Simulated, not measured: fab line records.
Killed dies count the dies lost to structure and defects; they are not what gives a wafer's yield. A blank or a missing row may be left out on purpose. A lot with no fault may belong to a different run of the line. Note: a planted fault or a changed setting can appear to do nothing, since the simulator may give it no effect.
Matching of chambers / flow n5 finfet / 4 sister chambers for N5_BEOL_M0_CMP_120 on cmp-04
The step polishes, stops on SiOC, t overpolish 6.9 s. 8 wafers are shown with their chamber, then 12 later ones without.

## EACH WAFER AND ITS CHAMBER
wafer=L079.6; chamber=0; motor current A (A)=5.3; time to endpoint s (s)=64.2
wafer=L086.2; chamber=1; motor current A (A)=5.0; time to endpoint s (s)=57.3
wafer=L085.4; chamber=1; motor current A (A)=5.2; time to endpoint s (s)=64.5
wafer=L088.3; chamber=3; motor current A (A)=4.7; time to endpoint s (s)=58.8
wafer=L088.5; chamber=0; motor current A (A)=5.3; time to endpoint s (s)=59.6
wafer=L089.3; chamber=2; motor current A (A)=5.4; time to endpoint s (s)=62.5
wafer=L089.5; chamber=2; motor current A (A)=5.5; time to endpoint s (s)=58.7
wafer=L089.6; chamber=3; motor current A (A)=4.9; time to endpoint s (s)=57.9

## WAFERS MISSING THEIR CHAMBER
wafer=L091.1; motor current A (A)=5.4; time to endpoint s (s)=60.4
wafer=L091.2; motor current A (A)=4.9; time to endpoint s (s)=57.0
wafer=L091.4; motor current A (A)=4.9; time to endpoint s (s)=61.2
wafer=L092.1; motor current A (A)=5.3; time to endpoint s (s)=57.9
wafer=L092.2; motor current A (A)=5.4; time to endpoint s (s)=57.5
wafer=L092.6; motor current A (A)=4.8; time to endpoint s (s)=55.8
wafer=L093.1; motor current A (A)=4.9; time to endpoint s (s)=59.7
wafer=L093.3; motor current A (A)=5.5; time to endpoint s (s)=61.3
wafer=L093.6; motor current A (A)=4.8; time to endpoint s (s)=59.7
wafer=L097.2; motor current A (A)=5.1; time to endpoint s (s)=58.4
wafer=L097.5; motor current A (A)=4.9; time to endpoint s (s)=58.4
wafer=L097.6; motor current A (A)=5.4; time to endpoint s (s)=62.6

## WHICH CHAMBER EACH ONE RAN IN
wafer=L091.1; from the rows above=can't be placed: 2 or 0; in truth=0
wafer=L091.2; from the rows above=can't be placed: 3 or 1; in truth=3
wafer=L091.4; from the rows above=can't be placed: 3 or 1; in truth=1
wafer=L092.1; from the rows above=can't be placed: 0 or 2 or 1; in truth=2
wafer=L092.2; from the rows above=can't be placed: 2 or 0 or 1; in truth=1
wafer=L092.6; from the rows above=3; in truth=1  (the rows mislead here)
wafer=L093.1; from the rows above=can't be placed: 3 or 1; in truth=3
wafer=L093.3; from the rows above=can't be placed: 2 or 0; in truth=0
wafer=L093.6; from the rows above=3; in truth=3
wafer=L097.2; from the rows above=can't be placed: 1 or 0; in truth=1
wafer=L097.5; from the rows above=can't be placed: 3 or 1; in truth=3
wafer=L097.6; from the rows above=can't be placed: 2 or 0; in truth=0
Correctly placed: 1 of 12. Cannot be placed on the basis of these rows: 10; the candidates contain the true chamber in 10. Number placed wrongly: 1.
How it was worked out, from the rows above alone: a wafer's distance from a chamber is the root of the sum, over the readings, of the square of ((its reading less the chamber's mean) divided by the reading's scatter). If the next closest chamber is less than 2 further off than the closest, the wafer can't be placed; otherwise it belongs to the closest. Each chamber's mean is taken over the wafers shown for it. How the scatter is found: for the shown wafers, subtract from each reading the mean of its chamber, square and add these, divide the total by (wafers less chambers), then take the root.
